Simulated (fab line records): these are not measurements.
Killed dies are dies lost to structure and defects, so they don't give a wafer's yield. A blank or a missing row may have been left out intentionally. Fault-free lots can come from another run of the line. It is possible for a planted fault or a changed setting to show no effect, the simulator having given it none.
Matching of chambers :: flow n5Finfet :: rieDiel-06 running N5_BEOL_M7_STRIP_67: 4 sister chambers
The step strips in CF4. 20 wafers are shown with their chamber, then 10 later ones without.

## WAFERS, EACH WITH ITS CHAMBER
wafer: L076.3
chamber: 3
throttleValvePct (%): 13.27
oesProductAu (a.u.): 0.86
rfVppV (V): 273.7

wafer: L076.4
chamber: 2
throttleValvePct (%): 13.86
oesProductAu (a.u.): 0.71
rfVppV (V): 271.7

wafer: L076.5
chamber: 0
throttleValvePct (%): 13.23
oesProductAu (a.u.): 0.95
rfVppV (V): 271.2

wafer: L081.1
chamber: 3
throttleValvePct (%): 13.28
oesProductAu (a.u.): 0.85
rfVppV (V): 274.0

wafer: L081.2
chamber: 2
throttleValvePct (%): 13.89
oesProductAu (a.u.): 0.70
rfVppV (V): 272.3

wafer: L081.3
chamber: 1
throttleValvePct (%): 13.07
oesProductAu (a.u.): 0.98
rfVppV (V): 270.3

wafer: L081.4
chamber: 0
throttleValvePct (%): 13.26
oesProductAu (a.u.): 0.92
rfVppV (V): 269.2

wafer: L081.5
chamber: 0
throttleValvePct (%): 13.25
oesProductAu (a.u.): 0.92
rfVppV (V): 270.1

wafer: L081.6
chamber: 1
throttleValvePct (%): 13.08
oesProductAu (a.u.): 0.98
rfVppV (V): 270.5

wafer: L080.1
chamber: 3
throttleValvePct (%): 13.28
oesProductAu (a.u.): 0.84
rfVppV (V): 272.4

wafer: L080.4
chamber: 0
throttleValvePct (%): 13.27
oesProductAu (a.u.): 0.92
rfVppV (V): 270.4

wafer: L080.5
chamber: 1
throttleValvePct (%): 13.07
oesProductAu (a.u.): 0.98
rfVppV (V): 269.1

wafer: L083.2
chamber: 2
throttleValvePct (%): 13.89
oesProductAu (a.u.): 0.70
rfVppV (V): 271.6

wafer: L083.3
chamber: 0
throttleValvePct (%): 13.26
oesProductAu (a.u.): 0.92
rfVppV (V): 270.1

wafer: L083.5
chamber: 2
throttleValvePct (%): 13.90
oesProductAu (a.u.): 0.70
rfVppV (V): 271.1

wafer: L086.1
chamber: 1
throttleValvePct (%): 13.09
oesProductAu (a.u.): 0.95
rfVppV (V): 271.9

wafer: L086.2
chamber: 3
throttleValvePct (%): 13.31
oesProductAu (a.u.): 0.83
rfVppV (V): 272.0

wafer: L086.3
chamber: 2
throttleValvePct (%): 13.92
oesProductAu (a.u.): 0.70
rfVppV (V): 273.1

wafer: L086.4
chamber: 0
throttleValvePct (%): 13.29
oesProductAu (a.u.): 0.90
rfVppV (V): 270.0

wafer: L086.5
chamber: 3
throttleValvePct (%): 13.31
oesProductAu (a.u.): 0.83
rfVppV (V): 270.6

SIGNATURES (averages over the wafers above)
reading: throttleValvePct
chamber 0: 13.2600
chamber 1: 13.0775
chamber 2: 13.8920
chamber 3: 13.2900
scatter within a chamber: 0.0186

reading: oesProductAu
chamber 0: 0.9217
chamber 1: 0.9725
chamber 2: 0.7020
chamber 3: 0.8420
scatter within a chamber: 0.013

reading: rfVppV
chamber 0: 270.167
chamber 1: 270.450
chamber 2: 271.960
chamber 3: 272.540
scatter within a chamber: 0.998
Rule: a wafer lies at a distance from a chamber equal to the root of the sum of squares, over the readings, of (its reading less the chamber's mean, divided by the reading's scatter). The wafer belongs to the nearest chamber; if the next one is less than 2 further off, it can't be placed. The scatter: the root of (the sum of the squares of (reading less its chamber's mean) over the shown wafers, divided by (wafers less chambers)).

## WAFERS WITHOUT THEIR CHAMBER
wafer: L086.6
throttleValvePct (%): 13.92
oesProductAu (a.u.): 0.69
rfVppV (V): 270.7

wafer: L088.3
throttleValvePct (%): 13.09
oesProductAu (a.u.): 0.95
rfVppV (V): 269.9

wafer: L088.4
throttleValvePct (%): 13.34
oesProductAu (a.u.): 0.83
rfVppV (V): 270.5

wafer: L088.6
throttleValvePct (%): 13.09
oesProductAu (a.u.): 0.95
rfVppV (V): 272.6

wafer: L089.3
throttleValvePct (%): 13.34
oesProductAu (a.u.): 0.82
rfVppV (V): 271.9

wafer: L089.4
throttleValvePct (%): 13.94
oesProductAu (a.u.): 0.70
rfVppV (V): 272.1

wafer: L089.6
throttleValvePct (%): 13.30
oesProductAu (a.u.): 0.88
rfVppV (V): 271.7

wafer: L097.2
throttleValvePct (%): 13.36
oesProductAu (a.u.): 0.85
rfVppV (V): 268.5

wafer: L097.4
throttleValvePct (%): 13.14
oesProductAu (a.u.): 0.90
rfVppV (V): 272.1

wafer: L097.6
throttleValvePct (%): 13.40
oesProductAu (a.u.): 0.79
rfVppV (V): 270.5

## WHICH CHAMBER EACH WENT THROUGH
wafer: L086.6
from the rows above: 2
in truth: 2

wafer: L088.3
from the rows above: 1
in truth: 1

wafer: L088.4
from the rows above: 3
in truth: 3

wafer: L088.6
from the rows above: 1
in truth: 1

wafer: L089.3
from the rows above: 3
in truth: 3

wafer: L089.4
from the rows above: 2
in truth: 2

wafer: L089.6
from the rows above: can't be placed: 3 or 0
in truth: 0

wafer: L097.2
from the rows above: 3
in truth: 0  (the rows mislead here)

wafer: L097.4
from the rows above: can't be placed: 1 or 0
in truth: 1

wafer: L097.6
from the rows above: 3
in truth: 3
7 of 10 placed correctly. Can't be placed from these rows: 2 (the true chamber is among the candidates in 2). 1 placed wrongly.
